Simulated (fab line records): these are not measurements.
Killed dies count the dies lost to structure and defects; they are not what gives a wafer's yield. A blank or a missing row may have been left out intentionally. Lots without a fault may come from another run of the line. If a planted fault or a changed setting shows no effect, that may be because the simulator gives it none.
Matching of chambers :: flow nandHarc :: cmp-04 running NHARC_A_STAIRCASE_CMP_152: 4 sister chambers
The step polishes. 14 wafers are shown with their chamber, then 7 later ones without.

## WAFERS WITH THEIR CHAMBER
wafer: L157.1
chamber: 3
motorCurrentA (A): 10.4

wafer: L157.3
chamber: 2
motorCurrentA (A): 10.6

wafer: L157.5
chamber: 0
motorCurrentA (A): 13.6

wafer: L159.1
chamber: 1
motorCurrentA (A): 11.4

wafer: L159.2
chamber: 3
motorCurrentA (A): 9.6

wafer: L159.3
chamber: 2
motorCurrentA (A): 11.7

wafer: L161.1
chamber: 3
motorCurrentA (A): 10.1

wafer: L161.4
chamber: 2
motorCurrentA (A): 11.7

wafer: L161.6
chamber: 2
motorCurrentA (A): 11.4

wafer: L163.3
chamber: 2
motorCurrentA (A): 11.4

wafer: L163.4
chamber: 0
motorCurrentA (A): 13.0

wafer: L163.5
chamber: 0
motorCurrentA (A): 12.2

wafer: L175.2
chamber: 3
motorCurrentA (A): 9.7

wafer: L175.4
chamber: 1
motorCurrentA (A): 11.3

SIGNATURES, as means of the wafers listed above
reading: motorCurrentA
chamber 0: 12.933
chamber 1: 11.350
chamber 2: 11.360
chamber 3: 9.950
scatter within a chamber: 0.47
Rule: for each reading, subtract the chamber's mean from the wafer's reading, divide by that reading's scatter and square the result; add these up over the readings and take the root, which gives the wafer's distance from the chamber. If the next closest chamber is less than 2 further off than the closest, the wafer can't be placed; otherwise it belongs to the closest. How the scatter is found: for the shown wafers, subtract from each reading the mean of its chamber, square and add these, divide the total by (wafers less chambers), then take the root.

## WAFERS WITH NO CHAMBER GIVEN
wafer: L175.6
motorCurrentA (A): 10.4

wafer: L177.2
motorCurrentA (A): 11.2

wafer: L177.4
motorCurrentA (A): 13.8

wafer: L177.6
motorCurrentA (A): 13.1

wafer: L178.1
motorCurrentA (A): 11.3

wafer: L178.3
motorCurrentA (A): 10.1

wafer: L178.6
motorCurrentA (A): 10.2

## CHAMBER TAKEN BY EACH
wafer: L175.6
from the rows above: can't be placed: 3 or 1 or 2
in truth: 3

wafer: L177.2
from the rows above: can't be placed: 1 or 2
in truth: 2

wafer: L177.4
from the rows above: 0
in truth: 0

wafer: L177.6
from the rows above: 0
in truth: 0

wafer: L178.1
from the rows above: can't be placed: 1 or 2
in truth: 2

wafer: L178.3
from the rows above: 3
in truth: 3

wafer: L178.6
from the rows above: can't be placed: 3 or 1 or 2
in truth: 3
Correctly placed: 3 of 7. Unplaceable from these rows: 4, with the true chamber sitting among the candidates in 4. Number placed wrongly: 0.
